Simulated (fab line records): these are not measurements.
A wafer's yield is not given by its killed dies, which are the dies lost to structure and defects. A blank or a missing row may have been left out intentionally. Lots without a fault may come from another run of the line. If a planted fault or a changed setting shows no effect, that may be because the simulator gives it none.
Chamber matching	flow n5 finfet	cmp-02 running N5_ILD0_CMP_03: 4 sister chambers
The step polishes, stops on SiNx, t overpolish 1.9 s, target thk 197.38 nm. 7 wafers are shown with their chamber, then 8 later ones without.

== WAFERS WITH THEIR CHAMBER ==
wafer	chamber	motor current A (A)	time to endpoint s (s)
L088.2	0	10.1	69
L089.3	1	13.2	68
L089.5	3	11.2	69
L090.2	1	12.6	69
L090.3	2	11.4	66
L090.4	3	10.6	67
L092.2	2	10.7	71

== WAFERS WHOSE CHAMBER IS MISSING ==
wafer	motor current A (A)	time to endpoint s (s)
L092.5	11.3	71
L092.6	10.9	72
L094.1	11.6	73
L094.2	10.9	74
L094.3	12.6	73
L096.4	10.6	67
L096.5	12.1	65
L096.6	10.3	65

== CHAMBER TAKEN BY EACH ==
wafer	from the rows above	in truth
L092.5	can't be placed: 2 or 3 or 0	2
L092.6	can't be placed: 2 or 3 or 0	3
L094.1	can't be placed: 2 or 3 or 1 or 0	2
L094.2	can't be placed: 2 or 3 or 0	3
L094.3	can't be placed: 1 or 2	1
L096.4	can't be placed: 3 or 2 or 0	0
L096.5	can't be placed: 1 or 2 or 3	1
L096.6	can't be placed: 0 or 3 or 2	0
Correctly placed: 0 of 8. Unplaceable from these rows: 8, with the true chamber sitting among the candidates in 8. 0 placed wrongly.
How it was worked out, from the rows above alone: a wafer's distance from a chamber is the root of the sum, over the readings, of the square of ((its reading less the chamber's mean) divided by the reading's scatter). The wafer belongs to the nearest chamber; if the next one is less than 2 further off, it can't be placed. For every chamber, the mean is computed from those of its wafers that are shown. How the scatter is found: for the shown wafers, subtract from each reading the mean of its chamber, square and add these, divide the total by (wafers less chambers), then take the root.
